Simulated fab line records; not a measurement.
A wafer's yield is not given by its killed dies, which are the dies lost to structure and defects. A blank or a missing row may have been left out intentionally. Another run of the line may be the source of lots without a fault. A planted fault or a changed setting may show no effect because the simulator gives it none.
One fault through the eyes of 3 desks -- flow n5 finfet -- each desk holds nothing but its own numbers, with what lay behind them at the end

## THE METROLOGY DESK
What the gauges read, lot by lot, whatever tool the lot ran on: means of the sampled wafers that have a number. The brackets show how far a lot's mean lies from the usual mean; more than 4 standard deviations puts the lot out of limits, marked OUT.
Columns: A = cd nm at N5_BEOL_M9_CD_MEAS_11, usual 64.2 nm; B = M9_OVL at N5_BEOL_M9_OVL_MEAS_12, usual -0.1 nm
lot,first seen here,A,B
L696,day 11 12:22,64.8,-0.2
L698,day 12 06:55,64.7,-0.6
L699,day 12 16:05,64.0,-0.4
L703,day 13 07:58,63.5,-1.7
L704,day 14 02:32,64.7,0.3
L707,day 14 20:05,64.0,-0.1
L711,day 16 03:30,63.7,0.0
This desk's finding: nothing out of limits on any of the 7 lots.

## THE DEFECT DESK
Per lot, the means of the sampled wafers with a number show what the inspections along the route counted. The brackets show how far a lot's mean lies from the usual mean; more than 4 standard deviations puts the lot out of limits, marked OUT.
Columns: A = raw defect count at N5_BEOL_M9_INSPECT_13, usual 406
lot,first seen here,A
L696,day 11 12:25,435
L698,day 12 06:58,327
L699,day 12 16:08,414
L703,day 13 08:01,260
L704,day 14 02:36,386
L707,day 14 20:08,366
L711,day 16 03:34,406
This desk's finding: nothing out of limits on any of the 7 lots.

## FOR THE TOOL OWNER'S DESK: rie metal-03
The tool's own readings at N5_BEOL_M9_HM_OPEN_17 (chemistry Cl2/BCl3, target TiN, target depth 20 nm, overetch 6 nm): means of the sampled wafers that have a number, for each lot that ran on this tool. The brackets show how far a lot's mean lies from the usual mean; more than 4 standard deviations puts the lot out of limits, marked OUT.
Columns: A = bcl3 flow sccm at N5_BEOL_M9_HM_OPEN_17, usual 21.75 sccm; B = bias w at N5_BEOL_M9_HM_OPEN_17, usual 126.0 W; C = drypump motor current A at N5_BEOL_M9_HM_OPEN_17, usual 5.6 A; D = oes product au at N5_BEOL_M9_HM_OPEN_17, usual 0.65 a.u.; E = throttle valve pct at N5_BEOL_M9_HM_OPEN_17, usual 22.22 %
lot,first seen here,A,B,C,D,E
L699,day 12 16:28,21.77,126.4,5.1,0.77,22.00
L703,day 13 08:23,21.72,125.9,5.5,0.79,22.02
L704,day 14 02:54,21.70,125.9,5.5,0.81,22.01
L707,day 14 20:26,21.80,125.8,5.4,0.78,22.00
This desk's finding: nothing out of limits on any of the 4 lots.

## ALL TOGETHER
The metrology desk saw nothing out of limits.
Nothing the defect desk looked at was out of limits.
The desk of the tool owner found nothing out of limits.

## WHAT THE SIMULATOR HAD INSERTED
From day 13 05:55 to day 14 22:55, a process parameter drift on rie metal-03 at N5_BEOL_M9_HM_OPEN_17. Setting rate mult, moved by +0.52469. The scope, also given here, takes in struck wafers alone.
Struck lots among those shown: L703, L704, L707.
